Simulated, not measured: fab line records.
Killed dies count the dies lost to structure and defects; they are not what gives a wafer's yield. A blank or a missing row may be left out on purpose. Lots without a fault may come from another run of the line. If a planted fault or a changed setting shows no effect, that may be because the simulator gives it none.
Which tool was responsible? / flow nand_harc / 12 lots with 36 wafers sampled at 5 steps, on a route of 1302 steps

## WHAT THE GAUGES READ, wafer by wafer
NHARC_P_GATE_INSPECT_28. Usual: 6.2 for raw_defect_count, sd 2.7.
lot=L655; measured=day 4 20:54; on=defect_inspect-01; raw_defect_count=9 6 11; flag=
lot=L656; measured=day 5 17:12; on=defect_inspect-02; raw_defect_count=9 3 11; flag=
lot=L658; measured=day 6 10:20; on=defect_inspect-01; raw_defect_count=7 5 8; flag=
lot=L659; measured=day 6 14:32; on=defect_inspect-02; raw_defect_count=11 5 9; flag=
lot=L662; measured=day 8 05:32; on=defect_inspect-02; raw_defect_count=5 4 9; flag=
lot=L664; measured=day 9 08:28; on=defect_inspect-02; raw_defect_count=7 3 6; flag=
lot=L666; measured=day 9 15:19; on=defect_inspect-02; raw_defect_count=11 6 3; flag=
lot=L665; measured=day 9 15:43; on=defect_inspect-02; raw_defect_count=10 4 3; flag=
lot=L667; measured=day 10 05:56; on=defect_inspect-01; raw_defect_count=6 4 3; flag=
lot=L671; measured=day 11 15:32; on=defect_inspect-01; raw_defect_count=8 3 8; flag=
lot=L672; measured=day 12 04:52; on=defect_inspect-02; raw_defect_count=3 3 3; flag=
lot=L676; measured=day 13 23:28; on=defect_inspect-01; raw_defect_count=6 5 4; flag=

NHARC_P_GATE_CD_MEAS_33. Usual: 119.8 nm for cd_nm, sd 2.7.
lot=L655; measured=day 4 21:46; on=cd_sem-01; cd_nm (nm)=126.0 124.8 126.2; flag=
lot=L656; measured=day 5 18:10; on=cd_sem-01; cd_nm (nm)=124.9 125.9 117.2; flag=
lot=L658; measured=day 6 11:18; on=cd_sem-03; cd_nm (nm)=115.3 119.6 119.6; flag=
lot=L659; measured=day 6 15:24; on=cd_sem-01; cd_nm (nm)=120.6 117.2 114.1; flag=
lot=L662; measured=day 8 06:24; on=cd_sem-02; cd_nm (nm)=122.8 119.9 121.3; flag=
lot=L664; measured=day 9 09:20; on=cd_sem-01; cd_nm (nm)=117.4 120.2 117.1; flag=
lot=L666; measured=day 9 16:11; on=cd_sem-02; cd_nm (nm)=122.2 119.2 126.0; flag=
lot=L665; measured=day 9 16:34; on=cd_sem-01; cd_nm (nm)=118.1 119.4 121.1; flag=
lot=L667; measured=day 10 06:48; on=cd_sem-02; cd_nm (nm)=120.6 120.7 120.7; flag=
lot=L671; measured=day 11 16:36; on=cd_sem-02; cd_nm (nm)=117.3 118.3 115.0; flag=
lot=L672; measured=day 12 05:43; on=cd_sem-03; cd_nm (nm)=120.9 118.4 116.4; flag=
lot=L676; measured=day 14 00:23; on=cd_sem-02; cd_nm (nm)=117.3 119.8 121.7; flag=

NHARC_P_GATE_CD_MEAS_46 targets a cd of 720 nm. Usual: 719.8 nm for cd_nm, sd 1.9.
lot=L655; measured=day 5 08:44; on=cd_sem-02; cd_nm (nm)=719.8 716.6 716.0; flag=
lot=L656; measured=day 6 05:10; on=cd_sem-01; cd_nm (nm)=717.9 718.7 715.4; flag=
lot=L658; measured=day 6 22:26; on=cd_sem-03; cd_nm (nm)=721.3 721.0 722.7; flag=
lot=L659; measured=day 7 02:21; on=cd_sem-02; cd_nm (nm)=721.4 721.6 723.7; flag=
lot=L662; measured=day 8 17:46; on=cd_sem-01; cd_nm (nm)=716.5 719.1 716.9; flag=
lot=L664; measured=day 9 20:13; on=cd_sem-03; cd_nm (nm)=719.1 718.0 717.7; flag=
lot=L666; measured=day 10 03:03; on=cd_sem-02; cd_nm (nm)=719.9 717.5 720.0; flag=
lot=L665; measured=day 10 03:41; on=cd_sem-01; cd_nm (nm)=719.8 722.2 717.3; flag=
lot=L667; measured=day 10 17:55; on=cd_sem-02; cd_nm (nm)=718.1 716.6 718.9; flag=
lot=L671; measured=day 12 03:23; on=cd_sem-03; cd_nm (nm)=686.7 685.0 685.3; flag=OFF
lot=L672; measured=day 12 16:40; on=cd_sem-03; cd_nm (nm)=720.0 721.9 720.7; flag=
lot=L676; measured=day 14 11:14; on=cd_sem-01; cd_nm (nm)=720.6 720.1 720.8; flag=

## EACH LOT AND THE TOOL THAT RAN IT (in order: tool; ch and the chambers of the sampled wafers; start)
lot=L655; NHARC_P_GATE_DESCUM_13=rie_diel-04 ch 0,2, day 4 06:48; NHARC_P_GATE_EXPOSE_43=krf_scanner-02 ch 0, day 5 08:34
lot=L656; NHARC_P_GATE_DESCUM_13=rie_diel-10 ch 1,3, day 4 21:32; NHARC_P_GATE_EXPOSE_43=krf_scanner-04 ch 0, day 6 05:01
lot=L658; NHARC_P_GATE_DESCUM_13=rie_diel-04 ch 1,2,3, day 5 14:47; NHARC_P_GATE_EXPOSE_43=krf_scanner-03 ch 0, day 6 22:17
lot=L659; NHARC_P_GATE_DESCUM_13=rie_diel-04 ch 1,2,3, day 5 23:35; NHARC_P_GATE_EXPOSE_43=krf_scanner-02 ch 0, day 7 02:11
lot=L662; NHARC_P_GATE_DESCUM_13=rie_diel-03 ch 0,2,3, day 7 14:56; NHARC_P_GATE_EXPOSE_43=krf_scanner-03 ch 0, day 8 17:37
lot=L664; NHARC_P_GATE_DESCUM_13=rie_diel-10 ch 0,1,2, day 8 11:46; NHARC_P_GATE_EXPOSE_43=krf_scanner-04 ch 0, day 9 20:04
lot=L666; NHARC_P_GATE_DESCUM_13=rie_diel-10 ch 0,2,3, day 8 19:59; NHARC_P_GATE_EXPOSE_43=krf_scanner-04 ch 0, day 10 02:53
lot=L665; NHARC_P_GATE_DESCUM_13=rie_diel-04 ch 0,2,3, day 8 20:01; NHARC_P_GATE_EXPOSE_43=krf_scanner-02 ch 0, day 10 03:32
lot=L667; NHARC_P_GATE_DESCUM_13=rie_diel-03 ch 0,1,2, day 9 08:17; NHARC_P_GATE_EXPOSE_43=krf_scanner-03 ch 0, day 10 17:45
lot=L671; NHARC_P_GATE_DESCUM_13=rie_diel-04 ch 1,2, day 11 01:23; NHARC_P_GATE_EXPOSE_43=krf_scanner-03 ch 0, day 12 03:13
lot=L672; NHARC_P_GATE_DESCUM_13=rie_diel-03 ch 1,3, day 11 11:21; NHARC_P_GATE_EXPOSE_43=krf_scanner-02 ch 0, day 12 16:31
lot=L676; NHARC_P_GATE_DESCUM_13=rie_diel-10 ch 1,2,3, day 13 07:07; NHARC_P_GATE_EXPOSE_43=krf_scanner-04 ch 0, day 14 11:05
- NHARC_P_GATE_DESCUM_13: chemistry O2, time 3 s.
- NHARC_P_GATE_EXPOSE_43: exposes mask P NSD, target cd 720 nm.

## WHAT THE TOOLS THEMSELVES READ (means of the sampled wafers that have a number; where no wafer has one, the mark that the record gives instead)
NHARC_P_GATE_DESCUM_13. Usual: drypump_motor_current_A 5.8 A, standard deviation 0.37; oes_product_au 1.000 a.u., standard deviation 0.01; rf_vpp_V 57.9 V, standard deviation 0.99; showerhead_plenum_p_Torr 1.95 Torr, standard deviation 0.073; throttle_valve_pct 11.312 %, standard deviation 0.0092.
lot=L655; tool=rie_diel-04; drypump_motor_current_A (A)=5.9; oes_product_au (a.u.)=0.985; rf_vpp_V (V)=57.1; showerhead_plenum_p_Torr (Torr)=1.92; throttle_valve_pct (%)=11.312; flag=
lot=L656; tool=rie_diel-10; drypump_motor_current_A (A)=5.8; oes_product_au (a.u.)=1.001; rf_vpp_V (V)=59.0; showerhead_plenum_p_Torr (Torr)=2.01; throttle_valve_pct (%)=11.309; flag=
lot=L658; tool=rie_diel-04; drypump_motor_current_A (A)=5.8; oes_product_au (a.u.)=1.004; rf_vpp_V (V)=59.0; showerhead_plenum_p_Torr (Torr)=1.96; throttle_valve_pct (%)=11.315; flag=
lot=L659; tool=rie_diel-04; drypump_motor_current_A (A)=5.8; oes_product_au (a.u.)=1.006; rf_vpp_V (V)=57.6; showerhead_plenum_p_Torr (Torr)=1.96; throttle_valve_pct (%)=11.301; flag=
lot=L662; tool=rie_diel-03; drypump_motor_current_A (A)=5.8; oes_product_au (a.u.)=1.007; rf_vpp_V (V)=57.4; showerhead_plenum_p_Torr (Torr)=1.91; throttle_valve_pct (%)=11.316; flag=
lot=L664; tool=rie_diel-10; drypump_motor_current_A (A)=5.6; oes_product_au (a.u.)=1.010; rf_vpp_V (V)=57.8; showerhead_plenum_p_Torr (Torr)=2.00; throttle_valve_pct (%)=11.311; flag=
lot=L666; tool=rie_diel-10; drypump_motor_current_A (A)=6.0; oes_product_au (a.u.)=0.996; rf_vpp_V (V)=58.5; showerhead_plenum_p_Torr (Torr)=1.95; throttle_valve_pct (%)=11.313; flag=
lot=L665; tool=rie_diel-04; drypump_motor_current_A (A)=5.9; oes_product_au (a.u.)=1.002; rf_vpp_V (V)=57.0; showerhead_plenum_p_Torr (Torr)=1.93; throttle_valve_pct (%)=11.310; flag=
lot=L667; tool=rie_diel-03; drypump_motor_current_A (A)=5.7; oes_product_au (a.u.)=1.005; rf_vpp_V (V)=58.5; showerhead_plenum_p_Torr (Torr)=1.88; throttle_valve_pct (%)=11.312; flag=
lot=L671; tool=rie_diel-04; drypump_motor_current_A (A)=5.5; oes_product_au (a.u.)=0.994; rf_vpp_V (V)=58.1; showerhead_plenum_p_Torr (Torr)=1.93; throttle_valve_pct (%)=11.310; flag=
lot=L672; tool=rie_diel-03; drypump_motor_current_A (A)=5.4; oes_product_au (a.u.)=1.007; rf_vpp_V (V)=57.9; showerhead_plenum_p_Torr (Torr)=1.90; throttle_valve_pct (%)=11.316; flag=
lot=L676; tool=rie_diel-10; drypump_motor_current_A (A)=5.9; oes_product_au (a.u.)=0.998; rf_vpp_V (V)=58.2; showerhead_plenum_p_Torr (Torr)=2.00; throttle_valve_pct (%)=11.299; flag=

NHARC_P_GATE_EXPOSE_43. Usual: 14.810 for exposure_dose_mJ_cm2, sd 0.014.
lot=L655 tool=krf_scanner-02 exposure_dose_mJ_cm2=14.819 flag=
lot=L656 tool=krf_scanner-04 exposure_dose_mJ_cm2=14.784 flag=
lot=L658 tool=krf_scanner-03 exposure_dose_mJ_cm2=14.828 flag=
lot=L659 tool=krf_scanner-02 exposure_dose_mJ_cm2=14.809 flag=
lot=L662 tool=krf_scanner-03 exposure_dose_mJ_cm2=14.800 flag=
lot=L664 tool=krf_scanner-04 exposure_dose_mJ_cm2=14.809 flag=
lot=L666 tool=krf_scanner-04 exposure_dose_mJ_cm2=14.804 flag=
lot=L665 tool=krf_scanner-02 exposure_dose_mJ_cm2=14.811 flag=
lot=L667 tool=krf_scanner-03 exposure_dose_mJ_cm2=14.791 flag=
lot=L671 tool=krf_scanner-03 exposure_dose_mJ_cm2=14.824 flag=
lot=L672 tool=krf_scanner-02 exposure_dose_mJ_cm2=14.822 flag=
lot=L676 tool=krf_scanner-04 exposure_dose_mJ_cm2=14.793 flag=

## THE ANSWER, worked out from the rows above alone
Rule: lot off if the mean of its wafers having a number is beyond 3 standard deviations from the usual mean. A lot without any number at a reading at which 4 lots or more have one is off too. All remaining lots with rows at the step are treated as sound. Order of review: gauges by route order, followed by the tools' own readings, for which a lot's mean as printed above is used. The first step at which some lot is off is used, and at that step the reading that is off furthest; a lot without a number counts as furthest.
Off: L671 (NHARC_P_GATE_CD_MEAS_46, cd_nm).
If a tool, at a process step before that reading, ran all the lots that are off and no sound lot after the first of them, it fits. The gauges at NHARC_P_GATE_CD_MEAS_46 are tried like those tools. This does not decide it: 2 tools fit, namely rie_diel-04 at NHARC_P_GATE_DESCUM_13 and krf_scanner-03 at NHARC_P_GATE_EXPOSE_43.

## WHAT THE SIMULATOR HAD PUT IN
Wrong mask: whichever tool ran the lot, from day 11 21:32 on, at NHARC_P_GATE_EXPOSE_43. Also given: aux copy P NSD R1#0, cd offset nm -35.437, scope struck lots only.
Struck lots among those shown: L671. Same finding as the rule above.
